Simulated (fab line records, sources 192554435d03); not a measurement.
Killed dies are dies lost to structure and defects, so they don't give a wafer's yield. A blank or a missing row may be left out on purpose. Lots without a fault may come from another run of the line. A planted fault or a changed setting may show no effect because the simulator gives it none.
Chamber matching | flow n5_finfet | N5_BEOL_M14_ETCH_59 on rie_diel-04: 4 sister chambers
The step etches BARC in N2/H2, target depth 89 nm, overetch 26.7 nm, time 67.9 s. 24 wafers are shown with their chamber, then 12 later ones without.

WAFERS WITH THEIR CHAMBER
wafer  | chamber | throttle_valve_pct (%) | drypump_motor_current_A (A) | showerhead_plenum_p_Torr (Torr)
L076.1 | 2       | 17.59                  | 4.9                         | 2.53
L076.4 | 1       | 18.07                  | 6.3                         | 2.58
L076.6 | 0       | 17.27                  | 5.8                         | 2.46
L080.2 | 0       | 17.25                  | 5.8                         | 2.46
L080.3 | 3       | 17.39                  | 6.6                         | 2.59
L080.5 | 2       | 17.62                  | 4.9                         | 2.53
L081.1 | 2       | 17.62                  | 4.9                         | 2.53
L081.2 | 3       | 17.41                  | 6.5                         | 2.59
L081.5 | 1       | 18.08                  | 6.3                         | 2.58
L082.2 | 3       | 17.40                  | 6.6                         | 2.59
L082.5 | 0       | 17.26                  | 5.8                         | 2.46
L082.6 | 1       | 18.08                  | 6.4                         | 2.58
L078.2 | 1       | 18.09                  | 6.4                         | 2.58
L078.4 | 0       | 17.28                  | 5.7                         | 2.46
L078.6 | 3       | 17.40                  | 6.6                         | 2.59
L086.3 | 3       | 17.42                  | 6.6                         | 2.58
L086.4 | 0       | 17.28                  | 5.7                         | 2.46
L086.5 | 3       | 17.41                  | 6.6                         | 2.58
L084.2 | 2       | 17.65                  | 4.9                         | 2.52
L084.4 | 3       | 17.43                  | 6.5                         | 2.58
L084.5 | 0       | 17.29                  | 5.7                         | 2.45
L089.2 | 0       | 17.29                  | 5.8                         | 2.45
L089.4 | 3       | 17.42                  | 6.5                         | 2.58
L089.6 | 0       | 17.29                  | 5.8                         | 2.45

SIGNATURES (means of the wafers above)
reading                  | chamber 0 | chamber 1 | chamber 2 | chamber 3 | scatter within a chamber
throttle_valve_pct       | 17.2763   | 18.0800   | 17.6200   | 17.4100   | 0.0155
drypump_motor_current_A  | 5.763     | 6.350     | 4.900     | 6.562     | 0.0487
showerhead_plenum_p_Torr | 2.4562    | 2.5800    | 2.5275    | 2.5850    | 0.00481
Rule: a wafer's distance from a chamber is the root of the sum, over the readings, of the square of ((its reading less the chamber's mean) divided by the reading's scatter). The wafer belongs to the nearest chamber; if the next one is less than 2 further off, it can't be placed. The scatter: the root of (the sum of the squares of (reading less its chamber's mean) over the shown wafers, divided by (wafers less chambers)).

WAFERS WITHOUT THEIR CHAMBER
wafer  | throttle_valve_pct (%) | drypump_motor_current_A (A) | showerhead_plenum_p_Torr (Torr)
L087.2 | 17.63                  | 4.9                         | 2.52
L087.3 | 17.31                  | 5.7                         | 2.45
L087.5 | 17.43                  | 6.6                         | 2.58
L090.2 | 18.14                  | 6.4                         | 2.57
L090.4 | 17.64                  | 4.9                         | 2.52
L090.5 | 17.45                  | 6.6                         | 2.58
L093.1 | 17.65                  | 4.9                         | 2.52
L093.5 | 17.45                  | 6.6                         | 2.58
L093.6 | 17.65                  | 4.9                         | 2.52
L092.1 | 17.66                  | 4.9                         | 2.52
L092.4 | 17.34                  | 5.8                         | 2.45
L092.6 | 17.47                  | 6.6                         | 2.57

WHICH CHAMBER EACH WENT THROUGH
wafer  | from the rows above | in truth
L087.2 | 2                   | 2
L087.3 | 0                   | 0
L087.5 | 3                   | 3
L090.2 | 1                   | 1
L090.4 | 2                   | 2
L090.5 | 3                   | 3
L093.1 | 2                   | 2
L093.5 | 3                   | 3
L093.6 | 2                   | 2
L092.1 | 2                   | 2
L092.4 | 0                   | 0
L092.6 | 3                   | 3
Placed correctly: 12 of 12. Can't be placed from these rows: 0. Placed wrongly: 0.
